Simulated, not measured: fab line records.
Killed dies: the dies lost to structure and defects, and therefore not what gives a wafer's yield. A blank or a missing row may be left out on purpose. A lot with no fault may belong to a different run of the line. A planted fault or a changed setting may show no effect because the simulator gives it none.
Split-lot study | flow n5Finfet | route with 1938 steps; 7 lots, 21 wafers read

THE SPLIT ITSELF
At N5_PMOS_HMC_CHANNEL_EPI_HM_DEP_34 (deposits SiO2 from TEOS/O2, target thk 36 nm, time 6.9 s), the setting timeS was moved away from the recipe's 6.9 s on 4 of the 21 wafers read, by -14.0% to +6.5%. For the rest of the wafers, this setting stayed at what the recipe calls for.

FROM THE SPLIT TO THE READING: what the file shows between them, 9 steps
- N5_PMOS_HMC_CHANNEL_EPI_PEB_07: peb time 60 s (also split here: pebTimeS)
- N5_PMOS_HMC_CHANNEL_EPI_DEVELOP_08: develop time 30 s
- N5_PMOS_HMC_CHANNEL_EPI_CD_MEAS_09: target cd 237.4 nm
- N5_PMOS_HMC_CHANNEL_EPI_DESCUM_14: chemistry O2, time 7.9 s
- N5_PMOS_HMC_CHANNEL_EPI_ETCH_32: etches BARC in N2/H2, stops on SiO2, target depth 85.8 nm, time 50.3 s
- N5_PMOS_HMC_CHANNEL_EPI_HM_OPEN_15: chemistry CHF3/O2, target SiO2, target depth 40.6 nm, time 20.3 s
- N5_PMOS_HMC_CHANNEL_EPI_STRIP_33: strips in N2/H2
- N5_PMOS_HMC_CHANNEL_EPI_FIN_RECESS_16: chemistry HBr/Cl2, target Si, target depth 54 nm, time 18 s
- N5_PMOS_HMC_CHANNEL_EPI_PRECLEAN_36: cleans in O3/DIW, time 45 s

THE READING
SiO2_of_PMOS_HMC_CHANNEL_EPI_HM_DEP_34.thkNm (the simulator's own value, which no gauge read), in nm, at N5_PMOS_HMC_CHANNEL_EPI_PRECLEAN_18 (cleans in DHF, time 30 s). The file does not state a usual value for it. Across the 17 wafers here that went through the recipe, the average is 24.38 nm and the standard deviation 0.59 nm.

wafer  | tool, chamber at the split | timeS as run, s | against the recipe | SiO2_of_PMOS_HMC_CHANNEL_EPI_HM_DEP_34.thkNm, nm | against lot-mates on the recipe
L078.3 | pecvd-03, 2                | 6.9             | recipe             | 24.57                                            | -
L078.4 | pecvd-03, 2                | 6.9             | recipe             | 24.51                                            | -
L078.5 | pecvd-03, 1                | 6.9             | recipe             | 24.01                                            | -
L082.2 | pecvd-03, 0                | 6.9             | recipe             | 24.28                                            | -
L082.4 | pecvd-03, 2                | 5.936           | -14.0%             | 19.69                                            | -4.59
L082.6 | pecvd-03, 0                | 5.936           | -14.0%             | 19.46                                            | -4.82
L084.1 | pecvd-03, 2                | 6.9             | recipe             | 23.49                                            | -
L084.2 | pecvd-03, 1                | 7.351           | +6.5%              | 26.09                                            | +2.16
L084.4 | pecvd-03, 2                | 6.9             | recipe             | 24.38                                            | -
L086.1 | pecvd-03, 2                | 6.9             | recipe             | 24.12                                            | -
L086.5 | pecvd-03, 2                | 6.9             | recipe             | 24.96                                            | -
L086.6 | pecvd-03, 1                | 6.177           | -10.5%             | 21.36                                            | -3.18
L089.1 | pecvd-02, 1                | 6.9             | recipe             | 23.33                                            | -
L089.3 | pecvd-02, 0                | 6.9             | recipe             | 23.59                                            | -
L089.4 | pecvd-02, 2                | 6.9             | recipe             | 25.17                                            | -
L090.4 | pecvd-02, 2                | 6.9             | recipe             | 25.69                                            | -
L090.5 | pecvd-02, 1                | 6.9             | recipe             | 24.35                                            | -
L090.6 | pecvd-02, 0                | 6.9             | recipe             | 24.99                                            | -
L093.1 | pecvd-03, 1                | 6.9             | recipe             | 24.19                                            | -
L093.4 | pecvd-03, 2                | 6.9             | recipe             | 24.37                                            | -
L093.6 | pecvd-03, 0                | 6.9             | recipe             | 24.4                                             | -

THE FIT
A straight line over all 21 wafers: SiO2_of_PMOS_HMC_CHANNEL_EPI_HM_DEP_34.thkNm changes by +0.324 nm for each +1% of timeS; r = +0.94; the points scatter about the line by 0.58 nm.
The same after taking each lot's own level away (the mean of its wafers on the recipe; 21 wafers): +0.33 nm for each +1%; r = +0.97; scatter 0.46 nm.
The reading moves by 4.6 nm for the largest change in timeS, on that fit.
From 23.935 to 25.010 nm: that is the span of the lots' own levels, equal to 1.8 times the standard deviation above.
Hence the lot-to-lot level has little effect on the slope; both slopes agree.
Check: -4.61 nm against its lot-mates is what the line predicts for one of the wafers moved furthest among these (-14.0%) when that wafer is left out of the fit. Against them it came out at -4.59 nm.

ADDITIONAL SPLITS CARRIED BY THESE WAFERS
These wafers also went through other splits before the reading. Each is held against what the fit with the lots' levels taken away leaves over:
other split on the same wafers          | wafers away from the commonest value | r with SiO2_of_PMOS_HMC_CHANNEL_EPI_HM_DEP_34.thkNm (lot level and that fit taken away)
N5_WELL_APT_COAT_02 spinRpm             | 7                                    | -0.31
N5_PMOS_HMC_CHANNEL_EPI_PEB_07 pebTimeS | 7                                    | -0.09

THE WHOLE CHAIN: every reading that the file lists as answering this split, in the file's order
step                                | what it does                                             | reading                                                                                       | change (the file's fit)               | r (the file's)
N5_PMOS_HMC_CHANNEL_EPI_HM_DEP_34   | deposits SiO2 from TEOS/O2, target thk 36 nm, time 6.9 s | SiO2_of_PMOS_HMC_CHANNEL_EPI_HM_DEP_34.thkNm (the simulator's own value, which no gauge read) | +0.323 nm for each +1% of the setting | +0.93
N5_PMOS_HMC_CHANNEL_EPI_PRECLEAN_18 | cleans in DHF, time 30 s                                 | SiO2_of_PMOS_HMC_CHANNEL_EPI_HM_DEP_34.thkNm (the simulator's own value, which no gauge read) | +0.325 nm for each +1% of the setting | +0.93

FILE'S OWN FIT
SiO2_of_PMOS_HMC_CHANNEL_EPI_HM_DEP_34.thkNm changes by +0.325 nm for each +1% of timeS, r = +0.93.
